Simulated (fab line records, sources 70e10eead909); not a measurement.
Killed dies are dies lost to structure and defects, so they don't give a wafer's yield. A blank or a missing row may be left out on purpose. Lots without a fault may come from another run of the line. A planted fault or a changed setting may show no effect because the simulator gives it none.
Chamber matching | flow nand_harc | NHARC_P_ZERO_WELL_ETCH_65 on rie_diel-09: 4 sister chambers
The step etches the open film in N2/H2, target depth 80 nm, overetch 24 nm, time 87.88 s. 20 wafers are shown with their chamber, then 10 later ones without.

WAFERS WITH THEIR CHAMBER
wafer  | chamber | showerhead_plenum_p_Torr (Torr) | rf_vpp_V (V) | throttle_valve_pct (%)
L078.3 | 0       | 2.18                            | 434.3        | 14.170
L078.4 | 3       | 2.08                            | 431.8        | 14.184
L078.5 | 1       | 1.98                            | 428.8        | 14.174
L080.1 | 1       | 1.98                            | 428.6        | 14.166
L080.5 | 1       | 1.98                            | 428.9        | 14.170
L080.6 | 0       | 2.18                            | 435.5        | 14.182
L081.1 | 2       | 1.97                            | 428.0        | 14.170
L081.2 | 0       | 2.18                            | 434.0        | 14.174
L081.6 | 0       | 2.18                            | 435.9        | 14.173
L082.2 | 0       | 2.18                            | 434.7        | 14.172
L082.4 | 3       | 2.08                            | 431.6        | 14.167
L082.6 | 3       | 2.08                            | 430.6        | 14.176
L088.2 | 3       | 2.08                            | 430.4        | 14.164
L088.4 | 2       | 1.96                            | 428.8        | 14.176
L088.5 | 3       | 2.08                            | 432.2        | 14.162
L089.2 | 1       | 1.98                            | 428.8        | 14.157
L089.3 | 0       | 2.18                            | 434.0        | 14.168
L089.5 | 0       | 2.18                            | 435.2        | 14.165
L090.1 | 2       | 1.96                            | 427.0        | 14.179
L090.3 | 1       | 1.98                            | 428.5        | 14.159

SIGNATURES (means of the wafers above)
reading                  | chamber 0 | chamber 1 | chamber 2 | chamber 3 | scatter within a chamber
showerhead_plenum_p_Torr | 2.1800    | 1.9800    | 1.9633    | 2.0800    | 0.00204
rf_vpp_V                 | 434.800   | 428.720   | 427.933   | 431.320   | 0.688
throttle_valve_pct       | 14.17200  | 14.16520  | 14.17500  | 14.17060  | 0.0069
Rule: a wafer's distance from a chamber is the root of the sum, over the readings, of the square of ((its reading less the chamber's mean) divided by the reading's scatter). The wafer belongs to the nearest chamber; if the next one is less than 2 further off, it can't be placed. The scatter: the root of (the sum of the squares of (reading less its chamber's mean) over the shown wafers, divided by (wafers less chambers)).

WAFERS WITHOUT THEIR CHAMBER
wafer  | showerhead_plenum_p_Torr (Torr) | rf_vpp_V (V) | throttle_valve_pct (%)
L090.5 | 1.98                            | 427.0        | 14.175
L091.1 | 1.96                            | 429.0        | 14.177
L091.5 | 1.96                            | 428.2        | 14.160
L091.6 | 1.98                            | 429.3        | 14.171
L093.2 | 2.08                            | 431.9        | 14.182
L093.3 | 1.96                            | 428.8        | 14.161
L093.6 | 1.98                            | 426.9        | 14.161
L095.3 | 1.98                            | 428.6        | 14.182
L095.5 | 1.96                            | 429.0        | 14.165
L095.6 | 2.08                            | 429.7        | 14.157

WHICH CHAMBER EACH WENT THROUGH
wafer  | from the rows above | in truth
L090.5 | 1                   | 1
L091.1 | 2                   | 2
L091.5 | 2                   | 2
L091.6 | 1                   | 1
L093.2 | 3                   | 3
L093.3 | 2                   | 2
L093.6 | 1                   | 1
L095.3 | 1                   | 1
L095.5 | 2                   | 2
L095.6 | 3                   | 3
Placed correctly: 10 of 10. Can't be placed from these rows: 0. Placed wrongly: 0.
